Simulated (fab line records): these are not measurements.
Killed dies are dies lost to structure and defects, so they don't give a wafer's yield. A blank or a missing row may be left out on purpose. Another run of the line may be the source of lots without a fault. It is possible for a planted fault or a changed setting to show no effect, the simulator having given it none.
Split-lot experiment	flow n5_finfet	39 wafers read across 7 lots, on a route 1938 steps long

## THE SPLIT
At N5_PMOS_HMC_CHANNEL_EPI_HM_DEP_34 (deposits SiO2 from TEOS/O2, target thk 36 nm, time 6.9 s), the setting target_thk_a was moved away from the recipe's 360 angstrom on 15 of the 39 wafers read, by -21.6% to +55.1%. The other wafers ran this setting at the recipe's value.

The reading is taken at the split's own step.

## THE READING
SiO2_of_PMOS_HMC_CHANNEL_EPI_HM_DEP_34.thk_nm (the simulator's own value, which no gauge read), in nm, at N5_PMOS_HMC_CHANNEL_EPI_HM_DEP_34 (deposits SiO2 from TEOS/O2, target thk 36 nm, time 6.9 s). The file gives no usual value for it. Here, 24 wafers ran the recipe; their average is 36.06 nm with a standard deviation of 0.37 nm.

wafer	tool, chamber at the split	target_thk_a as run, angstrom	against the recipe	SiO2_of_PMOS_HMC_CHANNEL_EPI_HM_DEP_34.thk_nm, nm	against lot-mates on the recipe
L074.2	pecvd-02, 1	360	recipe	36.22	-
L074.3	pecvd-02, 0	360	recipe	36.56	-
L074.5	pecvd-02, 1	360	recipe	36.62	-
L076.1	pecvd-04, 2	432.5	+20.1%	43.1	+6.96
L076.2	pecvd-04, 1	432.5	+20.1%	42.44	+6.30
L076.3	pecvd-04, 0	432.5	+20.1%	42.73	+6.59
L076.4	pecvd-04, 1	360	recipe	35.76	-
L076.5	pecvd-04, 0	360	recipe	36.19	-
L076.6	pecvd-04, 2	360	recipe	36.48	-
L077.1	pecvd-02, 1	426.2	+18.4%	41.96	+6.10
L077.2	pecvd-02, 2	426.2	+18.4%	42.41	+6.55
L077.3	pecvd-02, 0	360	recipe	35.42	-
L077.4	pecvd-02, 1	360	recipe	35.78	-
L077.5	pecvd-02, 0	426.2	+18.4%	42.87	+7.01
L077.6	pecvd-02, 2	360	recipe	36.38	-
L078.1	pecvd-04, 0	360	recipe	35.82	-
L078.2	pecvd-04, 1	360	recipe	35.07	-
L078.3	pecvd-04, 2	360	recipe	36.19	-
L078.4	pecvd-04, 1	360	recipe	35.61	-
L078.5	pecvd-04, 0	360	recipe	36.48	-
L078.6	pecvd-04, 2	360	recipe	36.07	-
L081.1	pecvd-03, 1,0	360	recipe	36.25	-
L081.5	pecvd-03, 1,0	360	recipe	36.25	-
L081.2	pecvd-03, 2	282.2	-21.6%	27.72	-8.45
L081.3	pecvd-03, 0	360	recipe	36	-
L081.4	pecvd-03, 2	282.2	-21.6%	28.41	-7.76
L081.6	pecvd-03, 1	282.2	-21.6%	29.09	-7.08
L092.1	pecvd-04, 0	360	recipe	35.86	-
L092.2	pecvd-04, 1	287.6	-20.1%	28.37	-7.71
L092.3	pecvd-04, 2	287.6	-20.1%	28.19	-7.89
L092.4	pecvd-04, 2	360	recipe	36.44	-
L092.5	pecvd-04, 1	360	recipe	35.95	-
L092.6	pecvd-04, 0	287.6	-20.1%	29.32	-6.76
L095.1	pecvd-03, 0	558.3	+55.1%	55.24	+19.20
L095.2	pecvd-03, 2	558.3	+55.1%	55.72	+19.68
L095.3	pecvd-03, 1	558.3	+55.1%	56.25	+20.21
L095.4	pecvd-03, 2	360	recipe	36.36	-
L095.5	pecvd-03, 0	360	recipe	35.9	-
L095.6	pecvd-03, 1	360	recipe	35.86	-
The file does not say which wafer passed through which chamber wherever a row lists several chambers: such a row stands for several wafers.

FIT RESULTS
A straight line over all 39 wafers: SiO2_of_PMOS_HMC_CHANNEL_EPI_HM_DEP_34.thk_nm changes by +0.356 nm for each +1% of target_thk_a; r = +1.00; the points scatter about the line by 0.44 nm.
The same after taking each lot's own level away (the mean of its wafers on the recipe; 39 wafers): +0.357 nm for each +1%; r = +1.00; scatter 0.41 nm.
According to that fit, moving target_thk_a by its largest amount changes the reading by 20 nm.
Across the lots, their own levels run from 35.860 to 36.467 nm, a range of 1.6 times the standard deviation given above.
Hence the lot-to-lot level has little effect on the slope; both slopes agree.
Check: for one of the wafers moved furthest among these (+55.1%), held out of the fit, the line's prediction against its lot-mates is +19.7 nm. It came out at +19.2 nm against them.

## THE FILE'S OWN FIT
SiO2_of_PMOS_HMC_CHANNEL_EPI_HM_DEP_34.thk_nm changes by +0.356 nm for each +1% of target_thk_a, r = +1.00.
